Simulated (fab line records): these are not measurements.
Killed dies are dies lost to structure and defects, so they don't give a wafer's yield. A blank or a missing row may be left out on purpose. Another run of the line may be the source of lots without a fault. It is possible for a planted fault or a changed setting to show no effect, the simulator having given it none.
fab line records	flow n5Finfet	part 1 of 2: steps 1 to 22 of 28
[record] lots = 5	wafers = 15	lastDay = 18
route steps=1938 shown BEOL_M10@1483
lots that met no fault: from a run of the same line without faults
startH: hours from the record's first day to the start of the lot's first wafer shown	waitH: time in hours since the lot's previous step	" same as the row above	L1.1+2: a single row standing in for several wafers	- no value present, or no start provided	* or withheld: withheld	< > ~ a bound
route shown NAME@n: names a module that has steps shown in the file, with the first one's number in the route	usual: mean/standard deviation of fault-free wafers	same: alike in all rows	chamber/n: place in a boat	sites: the reading at each site	_std_site: standard deviation across them	_edge_site: mean of outer sites minus mean of inner sites	radiusMm: how far each site lies from the wafer's centre	mask NAME#n: copy n	behind: the tool/chamber that last shaped the wafer	hold: what put the lot on hold/how long, in hours/how the hold closed	device: names the non-switching transistor (n, p or np)	end of line: the same wafers' tests at the end of the route	for a step that has no rows: nothing shown but its recipe	killed: not the wafer's yield, but the dies lost to structure and defects at the first sort	map: shows each die of a wafer: x if killed, . if not, _ if none is there
set.NAME: the run value of the setting; set.NAME@STEP: its run value at that earlier step	model.NAME: the simulator's own value behind a step, which no gauge read
certain route steps with their lots: each step a table, each wafer a row
services: a tool's chamber out of use, with start hour (startH, from the record's first day; less than 0 if before it), hours out, and reason
[[steps]]
[step N5_BEOL_M10_CD_MEAS_11]
[recipe] targetCdNm = 64.1	landingEnergyEv = 500	detector = seInlens	polarity = opening
[usual] cdNm = 64.0/0.63
lot.wafer	tool	chamber	startH	waitH	cdNm
L081.1	cdSem-02	0	266.85	-	64.2
L081.3	"	0	"	"	64.1
L081.4	"	0	"	"	63.7
L086.1	cdSem-03	0	296.40	-	62.6
L086.2	"	0	"	"	63.4
L086.6	"	0	"	"	62.6
L090.1	cdSem-02	0	310.05	-	63.6
L090.3	"	0	"	"	63.9
L090.5	"	0	"	"	64.7
L094.1	cdSem-01	0	353.41	-	63.9
L094.3	"	0	"	"	63.6
L094.5	"	0	"	"	63.8
L097.1	cdSem-02	0	368.49	-	63.9
L097.2	"	0	"	"	64.7
L097.3	"	0	"	"	63.5
[step N5_BEOL_M10_OVL_MEAS_12]
[recipe] pointsPerWafer = 44
[usual] M10_OVL = 0.5/0.77
lot.wafer	tool	chamber	startH	waitH	M10_OVL[nm]
L081.1	overlay-01	0	266.88	0.0	1.0
L081.3	"	0	"	"	1.9
L081.4	"	0	"	"	0.8
L086.1	overlay-01	0	296.43	0.0	0.2
L086.2	"	0	"	"	-0.3
L086.6	"	0	"	"	0.1
L090.1	overlay-01	0	310.08	0.0	-0.6
L090.3	"	0	"	"	-0.6
L090.5	"	0	"	"	-0.7
L094.1	overlay-01	0	353.47	0.1	-1.0
L094.3	"	0	"	"	-0.5
L094.5	"	0	"	"	-0.3
L097.1	overlay-01	0	368.52	0.0	0.7
L097.2	"	0	"	"	1.3
L097.3	"	0	"	"	0.5
[step N5_BEOL_M10_INSPECT_13]
[recipe] mode = adi	inspectInstrument = brightfield
[usual] rawDefectCount = 378/84
lot.wafer	tool	chamber	startH	waitH	rawDefectCount
L081.1	defectInspect-02	-	266.90	0.0	325
L081.3	"	-	"	"	550
L081.4	"	-	"	"	353
L086.1	defectInspect-02	-	296.46	0.0	382
L086.2	"	-	"	"	397
L086.6	"	-	"	"	508
L090.1	defectInspect-01	-	310.10	0.0	400
L090.3	"	-	"	"	397
L090.5	"	-	"	"	283
L094.1	defectInspect-01	-	353.49	0.0	288
L094.3	"	-	"	"	291
L094.5	"	-	"	"	357
L097.1	defectInspect-01	-	368.54	0.0	369
L097.2	"	-	"	"	494
L097.3	"	-	"	"	371
[step N5_BEOL_M10_DESCUM_16]
[recipe] chemistry = O2	timeS = 7.9	sourcePowerW = 50	biasPowerW = 20	pressureMtorr = 20	rfFrequencyHz = 2.712e+07	tempC = 40	resist = CAR-ArF	o2FlowSccm = 225
[usual] biasPowerW = 19.99/0.057	drypumpMotorCurrentA = 6.0/0.59	oesProductAu = 0.80/0.098	rfVppV = 243.6/1.4	showerheadPlenumPTorr = 2.12/0.084	throttleValvePct = 20.33/0.28
lot.wafer	tool	chamber	startH	waitH	biasPowerW	drypumpMotorCurrentA	oesProductAu	rfHoursCounterH	rfVppV	showerheadPlenumPTorr	throttleValvePct
L081.1	rieDiel-01	2	266.98	0.1	20.00	4.9	0.69	220	239.6	1.99	20.49
L081.3	"	0	"	"	19.95	6.8	0.71	199	241.9	2.07	20.56
L081.4	"	1	"	"	19.99	6.1	0.78	124	244.8	2.20	20.51
L086.1	rieDiel-02	2	297.08	0.6	20.00	5.6	0.77	126	242.9	2.09	20.40
L086.2	"	1	"	"	19.99	6.5	0.86	61	243.5	2.20	19.99
L086.6	"	0	"	"	20.04	6.3	0.68	-	241.7	2.14	20.13
L090.1	rieDiel-01	2	310.13	0.0	19.99	4.9	0.68	234	242.1	1.98	20.53
L090.3	"	3	"	"	20.02	5.1	0.79	97	241.0	2.01	20.02
L090.5	"	1	"	"	20.01	6.1	0.78	-	245.2	2.19	20.55
L094.1	rieDiel-05	0	354.00	0.5	20.00	5.6	0.89	52	243.3	2.14	20.57
L094.3	"	1	"	"	19.98	6.5	0.92	11	241.6	2.04	19.64
L094.5	"	3	"	"	20.09	6.2	0.87	-	245.5	2.24	20.28
L097.1	rieDiel-02	0	368.69	0.1	20.06	6.2	0.92	8	243.9	2.13	19.68
L097.2	"	3	"	"	20.03	6.0	0.85	92	244.7	2.22	20.66
L097.3	"	1	"	"	20.02	6.5	0.83	88	245.1	2.19	20.04
[step N5_BEOL_M10_ETCH_61]
[recipe] chemistry = CF4	target = SiARC	targetDepthA = 390	maskMaterial = CAR-ArF	timeS = 65	ionEnergyEv = 80	pressureMtorr = 40	sourceW = 545	biasW = 36	Ar_flow_sccm = 100	cf4FlowSccm = 100	ends = cleared
[usual] drypumpMotorCurrentA = 6.0/0.59	etchRfOnTimeS = 65.1/1.6	oesProductAu = 0.68/0.084	rfVppV = 184.4/1.2	showerheadPlenumPTorr = 2.17/0.076	throttleValvePct = 15.53/0.22
lot.wafer	tool	chamber	startH	waitH	drypumpMotorCurrentA	etchRfOnTimeS	oesProductAu	rfHoursCounterH	rfVppV	showerheadPlenumPTorr	throttleValvePct
L081.1	rieDiel-01	2	267.02	0.0	4.9	66.1	0.59	220	182.4	2.03	15.67
L081.3	"	0	"	"	6.8	68.2	0.60	199	183.7	2.14	15.81
L081.4	"	1	"	"	6.2	63.2	0.68	124	184.6	2.24	15.60
L086.1	rieDiel-02	2	297.11	0.0	5.7	64.3	0.66	126	183.2	2.14	15.59
L086.2	"	1	"	"	6.5	66.0	0.73	61	184.5	2.26	15.33
L086.6	"	0	"	"	6.2	65.9	0.58	-	185.0	2.20	15.48
L090.1	rieDiel-01	2	310.17	0.0	4.9	67.3	0.58	234	184.6	2.03	15.68
L090.3	"	3	"	"	5.1	64.1	0.69	97	182.1	2.09	15.46
L090.5	"	1	"	"	6.2	63.5	0.66	-	187.1	2.23	15.63
L094.1	rieDiel-05	0	354.04	0.0	5.6	64.8	0.75	52	184.4	2.18	15.62
L094.3	"	1	"	"	6.5	65.5	0.77	11	183.3	2.09	14.91
L094.5	"	3	"	"	6.2	64.0	0.75	-	184.7	2.27	15.29
L097.1	rieDiel-02	0	368.73	0.0	6.2	66.4	0.79	8	184.5	2.20	15.02
L097.2	"	3	"	"	6.0	64.6	0.71	92	185.7	2.26	15.76
L097.3	"	1	"	"	6.5	66.2	0.70	88	184.5	2.25	15.39
[step N5_BEOL_M10_ETCH_62]
[recipe] chemistry = N2/H2	target = SOC	targetDepthA = 1100	overetchA = 220	maskMaterial = SiARC	tempC = 40	timeS = 165	ionEnergyEv = 200	pressureMtorr = 30	sourceW = 840	biasW = 150	n2FlowSccm = 200	h2FlowSccm = 200
[usual] drypumpMotorCurrentA = 6.0/0.59	oesProductAu = 0.68/0.078	rfVppV = 524.9/2.6	showerheadPlenumPTorr = 2.58/0.091	throttleValvePct = 17.74/0.24
lot.wafer	tool	chamber	startH	waitH	drypumpMotorCurrentA	oesProductAu	rfHoursCounterH	rfVppV	showerheadPlenumPTorr	throttleValvePct
L081.1	rieDiel-01	2	267.07	0.0	4.9	0.60	220	519.6	2.42	17.96
L081.3	"	0	"	"	6.8	0.62	199	522.6	2.51	17.84
L081.4	"	1	"	"	6.1	0.66	124	525.7	2.67	17.97
L086.1	rieDiel-02	2	297.16	0.0	5.7	0.65	126	523.8	2.56	18.06
L086.2	"	1	"	"	6.5	0.73	61	528.7	2.69	17.53
L086.6	"	0	"	"	6.2	0.58	-	525.3	2.60	17.58
L090.1	rieDiel-01	2	310.22	0.0	4.9	0.58	234	521.7	2.41	17.97
L090.3	"	3	"	"	5.1	0.68	97	520.9	2.47	17.56
L090.5	"	1	"	"	6.2	0.65	-	526.0	2.66	17.98
L094.1	rieDiel-05	0	354.09	0.0	5.6	0.75	52	524.9	2.57	17.76
L094.3	"	1	"	"	6.5	0.78	11	521.6	2.51	17.16
L094.5	"	3	"	"	6.3	0.74	-	527.9	2.69	17.54
L097.1	rieDiel-02	0	368.78	0.0	6.3	0.80	8	527.7	2.60	17.10
L097.2	"	3	"	"	6.0	0.70	92	529.1	2.67	17.78
L097.3	"	1	"	"	6.5	0.70	88	528.9	2.68	17.57
[step N5_BEOL_M10_STRIP_68]
[recipe] chemistry = N2/H2	tempC = 40	n2FlowSccm = 200	h2FlowSccm = 200	rfFrequencyHz = 6e+07
lot.wafer	tool	chamber	startH	waitH
L081.1+3+4	rieDiel-01	2,0,1	267.20	0.1
L086.1+2+6	rieDiel-02	2,1,0	297.30	0.1
L090.1+3+5	rieDiel-01	2,3,1	310.36	0.1
L094.1+3+5	rieDiel-05	0,1,3	354.23	0.1
L097.1+2+3	rieDiel-02	0,3,1	368.91	0.1
[step N5_BEOL_M10_STRIP_67]
[recipe] chemistry = CF4	resist = SiARC	powerW = 300	biasPowerW = 75	pressureMtorr = 50	cf4FlowSccm = 150	rfFrequencyHz = 6e+07
[usual] biasPowerW = 75.02/0.26	drypumpMotorCurrentA = 6.0/0.59	oesProductAu = 0.80/0.093	rfVppV = 271.6/1.6	showerheadPlenumPTorr = 1.82/0.065	throttleValvePct = 13.50/0.22
lot.wafer	tool	chamber	startH	waitH	biasPowerW	drypumpMotorCurrentA	oesProductAu	rfHoursCounterH	rfVppV	showerheadPlenumPTorr	throttleValvePct
L081.1	rieDiel-01	2	267.21	0.0	74.44	4.9	0.70	220	268.2	1.70	13.67
L081.3	"	0	"	"	75.28	6.8	0.72	199	272.0	1.78	13.75
L081.4	"	1	"	"	75.20	6.1	0.79	124	273.5	1.87	13.57
L086.1	rieDiel-02	2	297.31	0.0	74.89	5.7	0.77	126	270.6	1.79	13.58
L086.2	"	1	"	"	75.18	6.5	0.85	61	273.9	1.90	13.32
L086.6	"	0	"	"	75.47	6.2	0.68	-	271.3	1.85	13.53
L090.1	rieDiel-01	2	310.37	0.0	74.95	4.9	0.69	234	269.6	1.70	13.69
L090.3	"	3	"	"	75.50	5.1	0.79	97	269.5	1.75	13.41
L090.5	"	1	"	"	75.26	6.2	0.76	-	273.6	1.86	13.61
L094.1	rieDiel-05	0	354.24	0.0	74.81	5.6	0.88	52	272.4	1.83	13.55
L094.3	"	1	"	"	74.74	6.5	0.92	12	270.1	1.76	12.88
L094.5	"	3	"	"	74.65	6.2	0.88	-	273.6	1.90	13.24
L097.1	rieDiel-02	0	368.92	0.0	74.95	6.2	0.94	8	271.8	1.85	12.98
L097.2	"	3	"	"	75.24	6.0	0.82	92	274.2	1.90	13.71
L097.3	"	1	"	"	75.08	6.5	0.83	88	273.7	1.90	13.39
[step N5_BEOL_M10_HM_OPEN_17]
[recipe] chemistry = Cl2/BCl3	targetDepthA = 200	overetchA = 60	target = TiN	maskMaterial = SOC	ionEnergyEv = 150	pressureMtorr = 10	icpW = 1000	biasW = 126	Cl2_flow_sccm = 53.25	bcl3FlowSccm = 21.75	Ar_flow_sccm = 25
[usual] drypumpMotorCurrentA = 5.6/0.4	oesProductAu = 0.66/0.065	throttleValvePct = 22.05/0.2
lot.wafer	tool	chamber	startH	waitH	drypumpMotorCurrentA	oesProductAu	rfHoursCounterH	throttleValvePct
L081.1	rieMetal-02	1	267.26	0.0	5.5	0.71	18	22.19
L081.3	"	0	"	"	5.2	0.75	-	22.03
L081.4	"	1	"	"	5.5	0.72	-	22.18
L086.1	rieMetal-02	0	297.35	0.0	5.2	0.75	11	22.05
L086.2	"	1	"	"	5.5	0.70	20	22.19
L086.6	"	0	"	"	5.2	0.74	-	22.05
L090.1	rieMetal-01	1	310.41	0.0	5.8	0.56	104	22.03
L090.3	"	0	"	"	5.9	0.64	-	21.67
L090.5	"	0	"	"	5.9	0.63	-	21.68
L094.1	rieMetal-03	1	354.28	0.0	4.9	0.72	24	22.25
L094.3	"	0	"	"	6.0	0.59	-	22.19
L094.5	"	1	"	"	4.9	0.71	-	22.25
L097.1	rieMetal-01	0	368.96	0.0	5.9	0.62	57	21.68
L097.2	"	0	"	"	5.9	0.62	-	21.69
L097.3	"	0	"	"	6.0	0.63	-	21.68
[step N5_BEOL_M10_STRIP_19]
[recipe] chemistry = O2	powerW = 400	tempC = 40	pressureMtorr = 30	rfFrequencyHz = 6e+07	biasPowerW = 0	overashFraction = 0.2	o2FlowSccm = 225
[usual] drypumpMotorCurrentA = 5.9/0.58	oesProductAu = 0.80/0.097	rfVppV = 3.6/0.61	showerheadPlenumPTorr = 2.13/0.084	throttleValvePct = 16.60/0.26
[same] biasPowerW = 0
lot.wafer	tool	chamber	startH	waitH	drypumpMotorCurrentA	oesProductAu	rfHoursCounterH	rfVppV	showerheadPlenumPTorr	throttleValvePct
L081.1	rieDiel-01	2	267.37	0.1	4.9	0.69	220	2.6	1.99	16.75
L081.3	"	0	"	"	6.8	0.71	199	3.5	2.08	16.78
L081.4	"	3	"	"	5.1	0.79	83	4.0	2.02	16.32
L086.1	rieDiel-05	0	297.51	0.1	5.6	0.92	29	2.2	2.15	16.67
L086.2	"	3	"	"	6.2	0.93	17	3.3	2.25	16.41
L086.6	"	3	"	"	6.2	0.92	-	2.9	2.25	16.41
L090.1	rieDiel-01	2	310.52	0.1	4.9	0.68	234	4.7	1.99	16.78
L090.3	"	0	"	"	6.8	0.71	215	3.9	2.07	16.83
L090.5	"	0	"	"	6.8	0.71	-	3.6	2.07	16.82
L094.1	rieDiel-01	2	354.45	0.1	4.9	0.66	254	3.0	1.98	16.83
L094.3	"	0	"	"	6.8	0.68	234	3.3	2.06	16.86
L094.5	"	1	"	"	6.1	0.75	-	3.8	2.19	16.81
L097.1	rieDiel-05	2	369.18	0.2	5.6	0.98	1	3.4	2.15	16.54
L097.2	"	1	"	"	6.5	0.91	17	2.6	2.04	15.92
L097.3	"	3	"	"	6.2	0.87	46	4.0	2.24	16.47
[step N5_BEOL_M10_CD_MEAS_18]
[recipe] pitchNm = 140	targetCdNm = 70
[usual] cdNm = 69.8/0.75
lot.wafer	tool	chamber	startH	waitH	cdNm
L081.1	cdSem-01	-	267.44	0.0	69.9
L081.3	"	-	"	"	69.3
L081.4	"	-	"	"	70.4
L086.1	cdSem-02	-	297.58	0.0	68.7
L086.2	"	-	"	"	69.0
L086.6	"	-	"	"	68.0
L090.1	cdSem-03	-	310.59	0.0	69.4
L090.3	"	-	"	"	68.8
L090.5	"	-	"	"	70.8
L094.1	cdSem-02	-	354.52	0.0	69.7
L094.3	"	-	"	"	70.0
L094.5	"	-	"	"	69.4
L097.1	cdSem-03	-	369.25	0.0	69.5
L097.2	"	-	"	"	71.0
L097.3	"	-	"	"	69.9
[step N5_BEOL_M10_COAT_63]
[recipe] resist = SOC	tempC = 250	timeS = 60	spinRpm = 1500	resistThkNm = 100
lot.wafer	tool	chamber	startH	waitH
L081.1+3+4	lithoTrack-02	0	267.47	0.0
L086.1+2+6	lithoTrack-05	0	299.39	1.8
L090.1+3+5	lithoTrack-01	0	310.70	0.1
L094.1+3+5	lithoTrack-01	0	354.60	0.1
L097.1+2+3	lithoTrack-01	0	369.40	0.1
[step N5_BEOL_M10_COAT_64]
[recipe] resist = SiARC	tempC = 220	timeS = 60	spinRpm = 1500	resistThkNm = 30
lot.wafer	tool	chamber	startH	waitH
L081.1+3+4	lithoTrack-02	0	-	-
L086.1+2+6	lithoTrack-05	0	-	-
L090.1+3+5	lithoTrack-01	0	-	-
L094.1+3+5	lithoTrack-01	0	-	-
L097.1+2+3	lithoTrack-01	0	-	-
[step N5_BEOL_M10_COAT_22]
[recipe] resist = CAR-ArF	spinRpm = 1500	resistThkNm = 90
lot.wafer	tool	chamber	startH	waitH
L081.1+3+4	lithoTrack-02	0	-	-
L086.1+2+6	lithoTrack-05	0	-	-
L090.1+3+5	lithoTrack-01	0	-	-
L094.1+3+5	lithoTrack-01	0	-	-
L097.1+2+3	lithoTrack-01	0	-	-
[step N5_BEOL_M10_EBR_24]
[recipe] solvent = PGMEA	ebrWidthMm = 1.5
lot.wafer	tool	chamber	startH	waitH
L081.1+3+4	lithoTrack-02	0	-	-
L086.1+2+6	lithoTrack-05	0	-	-
L090.1+3+5	lithoTrack-01	0	-	-
L094.1+3+5	lithoTrack-01	0	-	-
L097.1+2+3	lithoTrack-01	0	-	-
[step N5_BEOL_M10_SOFTBAKE_23]
[recipe] tempC = 110	timeS = 60	resist = CAR-ArF
lot.wafer	tool	chamber	startH	waitH
L081.1+3+4	lithoTrack-02	0	-	-
L086.1+2+6	lithoTrack-05	0	-	-
L090.1+3+5	lithoTrack-01	0	-	-
L094.1+3+5	lithoTrack-01	0	-	-
L097.1+2+3	lithoTrack-01	0	-	-
[step N5_BEOL_M10_EXPOSE_25]
[recipe] maskId = V9	na = 1.35	sourceShape = annular	sigmaInner = 0.5	sigmaOuter = 0.8	polarization = unpolarized	doseMj = 85.5
[usual] stageVelMmS = 499.99/0.25
lot.wafer	tool	chamber	startH	waitH	mask	stageVelMmS
L081.1	arfiScanner-01	0	267.72	-	V9#0	499.92
L081.3	"	0	"	"	V9#0	499.78
L081.4	"	0	"	"	V9#0	499.71
L086.1	arfiScanner-02	0	299.63	-	V9#0	499.99
L086.2	"	0	"	"	V9#0	499.52
L086.6	"	0	"	"	V9#0	499.81
L090.1	arfiScanner-03	0	310.95	-	V9#0	500.28
L090.3	"	0	"	"	V9#0	500.00
L090.5	"	0	"	"	V9#0	500.23
L094.1	arfiScanner-01	0	354.72	-	V9#0	500.47
L094.3	"	0	"	"	V9#0	500.31
L094.5	"	0	"	"	V9#0	500.08
L097.1	arfiScanner-01	0	369.80	-	V9#0	499.86
L097.2	"	0	"	"	V9#0	499.89
L097.3	"	0	"	"	V9#0	500.03
[step N5_BEOL_M10_PEB_26]
[recipe] pebTempC = withheld	pebTimeS = 60	resist = CAR-ArF
[same] pebTimeS = 60
lot.wafer	tool	chamber	startH	waitH
L081.1+3+4	lithoTrack-02	0	267.78	0.1
L086.1+2+6	lithoTrack-01	0	299.69	0.1
L090.1+3+5	lithoTrack-01	0	311.01	0.1
L094.1+3+5	lithoTrack-02	0	354.79	0.1
L097.1+2+3	lithoTrack-05	0	369.86	0.1
[step N5_BEOL_M10_DEVELOP_27]
[recipe] developTimeS = 30	developer = TMAH	resist = CAR-ArF	rinseLiquid = diw	dry = airSpin	devTempC = 23
lot.wafer	tool	chamber	startH	waitH
L081.1+3+4	lithoTrack-02	0	-	-
L086.1+2+6	lithoTrack-01	0	-	-
L090.1+3+5	lithoTrack-01	0	-	-
L094.1+3+5	lithoTrack-02	0	-	-
L097.1+2+3	lithoTrack-05	0	-	-
[step N5_BEOL_M10_CD_MEAS_28]
[recipe] targetCdNm = 70	landingEnergyEv = 500	detector = seInlens	polarity = opening
[usual] cdNm = 70.2/0.85
lot.wafer	tool	chamber	startH	waitH	cdNm
L081.1	cdSem-02	0	267.85	-	70.2
L081.3	"	0	"	"	70.3
L081.4	"	0	"	"	70.0
L086.1	cdSem-03	0	299.76	-	69.4
L086.2	"	0	"	"	70.0
L086.6	"	0	"	"	68.2
L090.1	cdSem-01	0	311.08	-	70.1
L090.3	"	0	"	"	68.4
L090.5	"	0	"	"	70.0
L094.1	cdSem-02	0	354.85	-	69.0
L094.3	"	0	"	"	69.2
L094.5	"	0	"	"	70.4
L097.1	cdSem-02	0	369.93	-	69.5
L097.2	"	0	"	"	69.6
L097.3	"	0	"	"	70.3
[step N5_BEOL_M10_OVL_MEAS_29]
[recipe] pointsPerWafer = 44
[usual] V9_OVL = 0.3/0.67
lot.wafer	tool	chamber	startH	waitH	V9_OVL[nm]
L081.1	overlay-02	0	267.88	0.0	0.5
L081.3	"	0	"	"	0.6
L081.4	"	0	"	"	0.4
L086.1	overlay-02	0	299.79	0.0	-0.2
L086.2	"	0	"	"	0.1
L086.6	"	0	"	"	0.2
L090.1	overlay-02	0	311.11	0.0	0.4
L090.3	"	0	"	"	0.0
L090.5	"	0	"	"	0.8
L094.1	overlay-02	0	354.88	0.0	0.1
L094.3	"	0	"	"	0.5
L094.5	"	0	"	"	0.2
L097.1	overlay-02	0	369.96	0.0	0.3
L097.2	"	0	"	"	0.1
L097.3	"	0	"	"	-0.7
[step N5_BEOL_M10_INSPECT_30]
[recipe] mode = adi	inspectInstrument = brightfield
[usual] rawDefectCount = 376/83
lot.wafer	tool	chamber	startH	waitH	rawDefectCount
L081.1	defectInspect-01	-	267.90	0.0	331
L081.3	"	-	"	"	531
L081.4	"	-	"	"	372
L086.1	defectInspect-02	-	299.82	0.0	389
L086.2	"	-	"	"	404
L086.6	"	-	"	"	492
L090.1	defectInspect-02	-	311.13	0.0	401
L090.3	"	-	"	"	390
L090.5	"	-	"	"	291
L094.1	defectInspect-01	-	354.91	0.0	271
L094.3	"	-	"	"	270
L094.5	"	-	"	"	358
L097.1	defectInspect-01	-	369.98	0.0	367
L097.2	"	-	"	"	498
L097.3	"	-	"	"	362
